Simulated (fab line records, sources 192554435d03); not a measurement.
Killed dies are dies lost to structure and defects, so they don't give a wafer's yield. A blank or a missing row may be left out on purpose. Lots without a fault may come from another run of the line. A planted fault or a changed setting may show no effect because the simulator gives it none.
A struck lot beside a sound one | flow n5_finfet | 37 steps out of a route of 1938
Sound: wafers L575.2, L575.4, L575.6. Struck: wafers L564.1, L564.5, L564.6. The cause comes at the end.
At each step with rows: each side's tool, then ch and its chambers, then its first start. Under that, the readings that differ: sound wafers | struck wafers | difference of the means | sigmas: that difference in standard deviations of wafers without a fault.
alike: readings whose means differ by less than 2 such deviations, and words and numbers that are the same on both sides. not compared: withheld readings, readings that some wafer has no value for, bounds like >300 that may hide the same value, and numbers for which the record gives no deviation and whose values overlap.
The two part at a step that has a row with sigmas, a row that says differs or no value, or rows on one side only. Numbers that don't overlap but have no deviation are shown without sigmas and don't part them. A reading that every wafer of one side lacks parts them only if that side has two wafers or more.

first, 9 steps without rows for these wafers: N5_WELL_APT_HMDS_01 (time 60 s); N5_WELL_APT_COAT_02 (resist thk 950 nm); N5_WELL_APT_EBR_04; N5_WELL_APT_SOFTBAKE_03 (time 60 s); N5_WELL_APT_EXPOSE_05 (exposes mask NWELL, defocus 0 nm, target cd 200 nm); N5_WELL_APT_PEB_06 (peb time 90 s); N5_WELL_APT_DEVELOP_07 (develop time 45 s); N5_WELL_APT_HARDBAKE_12 (time 120 s); N5_WELL_APT_DESCUM_13 (chemistry O2, time 7.9 s).
N5_WELL_APT_IMPLANT_14:
  sound on implanter-02 ch 0, day 7 02:09; struck on implanter-02 ch 0, day 4 08:08
  reading            | sound                            | struck                           | difference  | sigmas
  dose_ions_cm2      | 1.4991e+13 1.5016e+13 1.4984e+13 | 1.9804e+13 1.9823e+13 1.9795e+13 | +4.8103e+12 | +99 or more
  faraday_current_uA | 192 188 193                      | 251 259 252                      | +63         | +18
then, 25 steps without rows for these wafers: N5_WELL_APT_IMPLANT_15; N5_WELL_APT_STRIP_16 (strips in SPM, time 900 s); N5_WELL_APT_HMDS_18 (time 60 s); N5_WELL_APT_COAT_19 (resist thk 950 nm); N5_WELL_APT_EBR_21; N5_WELL_APT_SOFTBAKE_20 (time 60 s); N5_WELL_APT_EXPOSE_22 (exposes mask PWELL, defocus 0 nm, target cd 200 nm); N5_WELL_APT_PEB_23 (peb time 90 s); N5_WELL_APT_DEVELOP_24 (develop time 45 s); N5_WELL_APT_HARDBAKE_29 (time 120 s); N5_WELL_APT_DESCUM_30 (chemistry O2, time 7.9 s); N5_WELL_APT_IMPLANT_31; N5_WELL_APT_IMPLANT_32; N5_WELL_APT_STRIP_33 (strips in SPM, time 900 s); N5_WELL_APT_RTA_34 (time 10 s); N5_WELL_APT_OXIDE_STRIP_42 (strips SiO2 in dHF, time 45 s, target depth 12 nm); N5_WELL_APT_PRECLEAN_36 (cleans in O3/DIW, time 45 s); N5_WELL_APT_PRECLEAN_39 (cleans in dHF, time 60 s); N5_WELL_APT_SRD_37 (time 30 s); N5_WELL_APT_EPI_41 (deposits Si from SiH4/H2, target thk 50 nm, time 297.7 s); N5_PMOS_HMC_CHANNEL_EPI_HM_DEP_34 (deposits SiO2 from TEOS/O2, target thk 36 nm, time 6.9 s); N5_PMOS_HMC_CHANNEL_EPI_COAT_31 (time 60 s, resist thk 66 nm); N5_PMOS_HMC_CHANNEL_EPI_COAT_03 (resist thk 205 nm); N5_PMOS_HMC_CHANNEL_EPI_EBR_05; N5_PMOS_HMC_CHANNEL_EPI_SOFTBAKE_04 (time 60 s).
-- the record jumps here: 7 days lie between the struck wafers' starts before and after (it left off in module PMOS_HMC_CHANNEL_EPI and takes up again in module BEOL_M4, whose first step shown is number 1111 of the route) --
N5_BEOL_M4_RC_MEAS_101:
  sound on prober-02 ch 0, day 13 22:02; struck on prober-02 ch 0, day 11 06:46
  reading           | sound             | struck            | difference | sigmas
  RS_NWELL (ohm/sq) | 1042 1030 1034    | 890 894 895       | -142       | -22
  VT_N (mV)         | 253.7 249.4 255.7 | 245.6 245.3 247.5 | -6.8       | -2
  alike: DIBL_N, DIBL_P, IOFF_N, IOFF_P, ION_N, ION_P, SS_N, SS_P, VT_P
then, 1 step without rows for these wafers: N5_PASSIVATION_PROBE_49.

WHERE THEY PART
First at N5_WELL_APT_IMPLANT_14; last, within this record, at N5_BEOL_M4_RC_MEAS_101.

WHY: what the simulator had put in
Process parameter drift: implanter-02, from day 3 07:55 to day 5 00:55, at N5_WELL_APT_IMPLANT_14. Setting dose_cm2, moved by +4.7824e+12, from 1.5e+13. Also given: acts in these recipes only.
